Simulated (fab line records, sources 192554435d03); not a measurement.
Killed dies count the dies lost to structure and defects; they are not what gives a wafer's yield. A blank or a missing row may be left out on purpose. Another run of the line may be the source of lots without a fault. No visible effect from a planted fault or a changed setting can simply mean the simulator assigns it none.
2 desks, one fault | flow n5 finfet | only its own numbers are on each desk; what lay behind them is given at the end

== AT THE METROLOGY DESK ==
What the gauges read for every lot (on any tool): the sampled wafers with a number, averaged. Marked OUT: a lot whose mean sits more than 4 standard deviations from the usual mean, which makes it out of limits; the brackets give that distance. It has 10 readings; the 7 that lie furthest out on some lot are the ones shown.
Columns: A = IOFF_N at N5_BEOL_M4_RC_MEAS_101, usual 0.16 nA/um; B = IOFF_P at N5_BEOL_M4_RC_MEAS_101, usual 0.22 nA/um; C = ION_N at N5_BEOL_M4_RC_MEAS_101, usual 677 uA/um; D = ION_P at N5_BEOL_M4_RC_MEAS_101, usual 466 uA/um; E = SS_N at N5_BEOL_M4_RC_MEAS_101, usual 71.5 mV/dec; F = VT_N at N5_BEOL_M4_RC_MEAS_101, usual 249 mV; G = VT_P at N5_BEOL_M4_RC_MEAS_101, usual -248.9 mV
lot  | first seen here | A    | B    | C   | D   | E    | F   | G
L711 | day 8 19:02     | 0.15 | 0.22 | 673 | 470 | 71.0 | 250 | -247.1
L713 | day 9 08:14     | 0.20 | 0.24 | 691 | 464 | 71.9 | 247 | -247.8
L714 | day 9 09:10     | 0.16 | 0.21 | 673 | 459 | 72.2 | 250 | -250.8
L719 | day 10 10:07    | 0.15 | 0.18 | 674 | 458 | 71.1 | 252 | -255.3
L725 | day 12 03:22    | 0.18 | 0.27 | 683 | 476 | 71.8 | 246 | -246.8
L726 | day 12 14:26    | 0.15 | 0.21 | 677 | 462 | 70.8 | 248 | -250.4
L728 | day 12 17:48    | 0.17 | 0.23 | 680 | 472 | 71.3 | 248 | -247.4
L731 | day 13 12:35    | 0.14 | 0.21 | 672 | 468 | 70.8 | 251 | -247.8
L734 | day 14 01:23    | 0.17 | 0.23 | 680 | 468 | 71.6 | 248 | -248.5
This desk's verdict: no lot among the 9 shows anything out of limits.

== TOOL OWNER'S DESK, ald sin-02 ==
The tool's own readings at N5_MOL_CONTACT_COAG_ALD_133 (deposits SiO2, target thk 5 nm, pulse time 1 s, co reactant pulse time 1 s): means of the sampled wafers that have a number, for each lot that ran on this tool. Marked OUT: a lot whose mean sits more than 4 standard deviations from the usual mean, which makes it out of limits; the brackets give that distance.
Columns: A = heater power w at N5_MOL_CONTACT_COAG_ALD_133, usual 77 W; B = precursor pulse height rel at N5_MOL_CONTACT_COAG_ALD_133, usual 1.001
lot  | first seen here | A  | B
L711 | day 5 06:40     | 74 | 0.991
L713 | day 5 18:01     | 74 | 0.994
L719 | day 7 02:25     | 75 | 1.014
L725 | day 8 16:37     | 72 | 1.008
L726 | day 9 02:28     | 74 | 1.003
L728 | day 9 14:29     | 74 | 0.993
This desk's verdict: no lot among the 6 shows anything out of limits.

== ALL TOGETHER ==
From the metrology desk's view, nothing was out of limits.
Nothing out of limits was seen by the tool owner's desk.

== WHAT THE SIMULATOR HAD INSERTED ==
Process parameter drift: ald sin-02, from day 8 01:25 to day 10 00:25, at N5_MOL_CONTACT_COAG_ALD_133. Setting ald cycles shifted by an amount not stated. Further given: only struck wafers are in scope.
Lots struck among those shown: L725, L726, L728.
